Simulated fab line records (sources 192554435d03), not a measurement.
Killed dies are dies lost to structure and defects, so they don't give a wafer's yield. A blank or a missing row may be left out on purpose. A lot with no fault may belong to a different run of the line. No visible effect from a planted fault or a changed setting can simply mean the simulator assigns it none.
A struck lot beside a sound one / flow n5Finfet / 36 out of 1938 route steps
Sound: these wafers, L948.2, L948.3, L948.5. Struck: wafer L967.1 (left out: L967.3, a lot-mate that was not struck); the cause follows at the end.
At each step with rows: each side's tool, then ch and its chambers, then its first start. Under that, the readings that differ: sound wafers / struck wafers / difference of the means / sigmas: that difference in standard deviations of wafers without a fault.
alike: readings with means less than 2 such deviations apart, plus words and numbers identical on both sides. not compared: withheld readings, readings lacking a value on some wafer, bounds such as >300 that could conceal the same value, and numbers that have no deviation in the record and whose values overlap.
A row with sigmas, a row that says differs or no value, or rows on one side alone: a step with any of these is where the two part. When numbers do not overlap yet have no deviation, they are printed without sigmas and do not part them. A reading that every wafer of one side lacks parts them only if that side has two wafers or more.

first, 9 steps without rows for these wafers: N5_MOL_CONTACT_COAG_SRD_128 (dry time 32 s); N5_MOL_CONTACT_COAG_CMP_52 (polishes, stops on SiO2, t overpolish 1.5 s, target thk 66.5 nm); N5_MOL_CONTACT_COAG_ANNEAL_112 (time 1800 s); N5_BEOL_M0_SAQP_PECVD_00 (deposits SiCN from 3MS/NH3, target thk 8 nm, time 14 s); N5_BEOL_M0_SAQP_ILD_DEP_01 (deposits SiOC from DEMS/O2, target thk 45.419 nm, time 8.7 s); N5_BEOL_M0_SAQP_HM_DEP_02 (deposits TiN, target thk 12 nm); N5_BEOL_M0_SAQP_PECVD_03 (deposits SiCN from 3MS/NH3, target thk 12 nm, time 21.1 s); N5_BEOL_M0_SAQP_PECVD_96 (deposits a-Si from SiH4/He, target thk 45 nm, time 45.2 s); N5_BEOL_M0_SAQP_PECVD_97 (deposits SiNx from SiH4/NH3/N2, target thk 23 nm, time 19.9 s).
N5_BEOL_M0_SAQP_PECVD_04: deposits a-Si from SiH4/He, target thk 60 nm, time 60.2 s.
  sound on pecvd-03 ch 2, day 6 03:42; struck on pecvd-04 ch 2, day 10 17:25
reading=model.a-Si_of_BEOL_M0_SAQP_PECVD_04.thkNm (nm); sound=60.6 59.8 59.6; struck=57.2; difference=-2.8; sigmas=
  alike: heaterPowerW, showerheadPlenumPTorr, throttleValvePct
N5_BEOL_M0_SAQP_THK_MEAS_05:
  sound on filmMetro-02 at day 6 03:55; struck on filmMetro-01 at day 10 17:31
reading=thkNm (nm); sound=60.6 59.7 59.7; struck=57.3; difference=-2.7; sigmas=-4
then, 15 steps without rows for these wafers: N5_BEOL_M0_SAQP_HM_DEP_111 (deposits SiO2 from SiH4/N2O, target thk 12 nm, time 7.2 s); N5_BEOL_M0_SAQP_COAT_81 (time 60 s, resist thk 100 nm); N5_BEOL_M0_SAQP_COAT_82 (time 60 s, resist thk 30 nm); N5_BEOL_M0_SAQP_COAT_08 (resist thk 90 nm); N5_BEOL_M0_SAQP_EBR_10; N5_BEOL_M0_SAQP_SOFTBAKE_09 (time 60 s); N5_BEOL_M0_SAQP_EXPOSE_11 (exposes mask M0 CORE, target cd 42 nm); N5_BEOL_M0_SAQP_PEB_12 (peb time 60 s); N5_BEOL_M0_SAQP_DEVELOP_13 (develop time 30 s); N5_BEOL_M0_SAQP_DESCUM_19 (chemistry O2, time 7.9 s); N5_BEOL_M0_SAQP_ETCH_83 (etches SiARC in CF4, target depth 39 nm, time 65 s); N5_BEOL_M0_SAQP_ETCH_84 (etches SOC in N2/H2, target depth 100 nm, overetch 20 nm, time 150 s); N5_BEOL_M0_SAQP_STRIP_80 (strips in N2/H2); N5_BEOL_M0_SAQP_HM_OPEN_112 (chemistry CHF3/O2, target SiO2, stops on a-Si, target depth 12 nm, time 13.5 s); N5_BEOL_M0_SAQP_STRIP_113 (strips in CHF3/O2).
N5_BEOL_M0_SAQP_MANDREL_ETCH_20: etches a-Si in HBr/Cl2, stops on SiNx, target depth 60 nm, bt time 10 s, time 30 s.
  sound on rieSi-04 ch 0,1,3, day 6 04:45; struck on rieSi-02 ch 2, day 10 18:22
reading=chamberPressureMTorr (mTorr); sound=9.993 9.999 9.996; struck=9.955; difference=-0.041; sigmas=-4
reading=model.etch.depthNm (nm); sound=60.66 59.77 59.66; struck=57.29; difference=-2.74; sigmas=
  alike: drypumpMotorCurrentA, oesProductAu, throttleValvePct
  not compared: rfHoursCounterH
then, 5 steps without rows for these wafers: N5_BEOL_M0_SAQP_STRIP_86 (strips in N2/H2); N5_BEOL_M0_SAQP_STRIP_115 (strips in post etch residue remover, time 60 s); N5_BEOL_M0_SAQP_SRD_93 (time 30 s); N5_BEOL_M0_SAQP_RECESS_114 (chemistry HF/NH3, target SiO2, target depth 14.4 nm, afs cycles 3, sublimation time 60 s); N5_BEOL_M0_SAQP_SPACER1_ALD_98 (deposits SiO2, target thk 12.8 nm, pulse time 1 s, purge time 2 s).
N5_BEOL_M0_SAQP_SPACER1_ETCHBACK_99: etches SiO2 in CHF3/O2, target depth 15.4 nm, time 7.7 s.
  sound on rieDiel-03 ch 0,1,2, day 6 06:59; struck on rieDiel-04 ch 1, day 10 19:28
reading=model.a-Si_of_BEOL_M0_SAQP_PECVD_04.thkNm (nm); sound=60 59.2 59; struck=56.6; difference=-2.8; sigmas=
  alike: chamberPressureMTorr, drypumpMotorCurrentA, oesProductAu, rfVppV, showerheadPlenumPTorr, throttleValvePct
  not compared: rfHoursCounterH
then, 1 step without rows for these wafers: N5_BEOL_M0_SAQP_MANDREL1_REMOVE_100 (chemistry HBr/Cl2/O2, target a-Si, stops on SiNx, bt time 10 s).
-- here the record skips 3 days between the struck wafers' starts before and after, leaving off in module BEOL_M0_SAQP and picking up in module BEOL_M4 (first step shown: number 1111 of the route) --
N5_BEOL_M4_RC_MEAS_101:
  sound on prober-01 ch 0, day 8 22:01; struck on prober-01 ch 0, day 13 21:16
reading=SS_P (mV/dec); sound=75.0 73.3 73.5; struck=72.0; difference=-1.9; sigmas=-2
  alike: DIBL_N, DIBL_P, IOFF_N, IOFF_P, ION_N, ION_P, SS_N, VT_N, VT_P
-- here the record skips 4 days between the struck wafers' starts before and after, leaving off in module BEOL_M4 and picking up in module PASSIVATION (first step shown: number 1936 of the route) --
N5_PASSIVATION_PROBE_49:
  sound on prober-01 at day 13 06:47; struck on prober-01 at day 18 06:04
reading=killedAtContacts; sound=22 23 36; struck=11; difference=-16; sigmas=-2
  alike: defectLimitedYield, killed_at_M0_to_M3, killed_at_M4_up, killedAtFrontEnd, killedAtOther, killedDies, killedOpen, killedShort, sort_bin_5_function, sort_bin_6_memory, sortNPass, sortYieldPct

== WHERE THEY PART ==
Last at N5_PASSIVATION_PROBE_49 as far as this record goes, first at N5_BEOL_M0_SAQP_THK_MEAS_05.

WHY: whatever the simulator had introduced
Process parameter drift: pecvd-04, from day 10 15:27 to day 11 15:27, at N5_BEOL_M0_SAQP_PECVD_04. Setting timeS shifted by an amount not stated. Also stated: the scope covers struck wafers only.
